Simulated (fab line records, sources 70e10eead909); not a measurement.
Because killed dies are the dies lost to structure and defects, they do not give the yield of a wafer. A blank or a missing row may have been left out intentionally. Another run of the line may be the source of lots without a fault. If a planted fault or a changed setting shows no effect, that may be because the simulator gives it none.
A lot that was struck, set against a sound lot :: flow nand_harc :: 18 out of 1302 route steps
Sound: the wafers L934.2, L934.3, L934.6. Struck: wafers L931.2, L931.3, L931.4. The cause is named last.
Each step with rows lists, per side, the tool, then ch with its chambers, then its first start. Under that, the readings that differ: sound wafers :: struck wafers :: difference of the means :: sigmas: that difference in standard deviations of wafers without a fault.
alike: same words and numbers on both sides, and readings whose means sit less than 2 such deviations apart. not compared: any withheld reading, any reading some wafer has no value for, any bound like >300 that may hide the same value, and any number with overlapping values for which the record gives no deviation.
A row with sigmas, a row that says differs or no value, or rows on one side alone: a step with any of these is where the two part. Non-overlapping numbers with no deviation appear without sigmas and do not part them. A reading that every wafer of one side lacks parts them only if that side has two wafers or more.

NHARC_A_STAIRCASE_CMP_472: polishes SiO2.
  sound on cmp-04 ch 0,1, day 25 19:57; struck on cmp-04 ch 1,2,3, day 24 06:40
  alike: motor_current_A
then, 1 step without rows for these wafers: NHARC_A_STAIRCASE_SRD_474.
NHARC_A_STAIRCASE_INSPECT_155:
  sound on defect_inspect-01 at day 25 20:17; struck on defect_inspect-01 at day 24 07:02
  alike: raw_defect_count
NHARC_A_SGD_CUT_DEP_00: deposits SiNx, target thk 50 nm.
  sound on pecvd-03 ch 0,1,2, day 25 20:22; struck on pecvd-04 ch 0,1,2, day 24 07:05
  alike: heater_power_w
then, 7 steps without rows for these wafers: NHARC_A_SGD_CUT_DEHYDRATE_01 (time 120 s); NHARC_A_SGD_CUT_HMDS_02 (time 30 s); NHARC_A_SGD_CUT_COAT_56 (time 75 s); NHARC_A_SGD_CUT_COAT_57 (time 65 s); NHARC_A_SGD_CUT_COAT_03 (resist thk 90 nm); NHARC_A_SGD_CUT_SOFTBAKE_04 (time 55 s); NHARC_A_SGD_CUT_EBR_05.
NHARC_A_SGD_CUT_EXPOSE_06: exposes mask SGD.
  sound on arfi_scanner-03 ch 0, day 25 20:50; struck on arfi_scanner-02 ch 0, day 24 07:41
reading: model.A_SGD_CUT.overlay_x_nm (nm)
sound: 0.7716 0.7716 0.7716
struck: 4.15 4.15 4.15
difference: +3.38
sigmas: 
  alike: mask
then, 2 steps without rows for these wafers: NHARC_A_SGD_CUT_PEB_07 (peb time 65 s); NHARC_A_SGD_CUT_DEVELOP_08 (develop time 35 s).
NHARC_A_SGD_CUT_CD_MEAS_09 targets a cd of 100 nm.
  sound on cd_sem-02 ch 0, day 25 20:58; struck on cd_sem-02 ch 0, day 24 07:49
  alike: cd_nm
NHARC_A_SGD_CUT_OVL_MEAS_10:
  sound on overlay-02 at day 25 21:04; struck on overlay-01 at day 24 07:55
reading: overlay_x_nm (nm)
sound: 1.0 0.8 0.5
struck: 4.4 4.1 3.6
difference: +3.3
sigmas: +4
  alike: overlay_y_nm
NHARC_A_SGD_CUT_INSPECT_11:
  sound on defect_inspect-02 at day 25 21:05; struck on defect_inspect-01 at day 24 07:57
  alike: raw_defect_count
then, 1 step without rows for these wafers: NHARC_END_SORT_01.

## WHERE THEY PART
At NHARC_A_SGD_CUT_OVL_MEAS_10 and nowhere else, as far as this record goes. Later steps at which nothing parts them and some readings are alike: NHARC_A_SGD_CUT_INSPECT_11.

WHY: whatever the simulator had introduced
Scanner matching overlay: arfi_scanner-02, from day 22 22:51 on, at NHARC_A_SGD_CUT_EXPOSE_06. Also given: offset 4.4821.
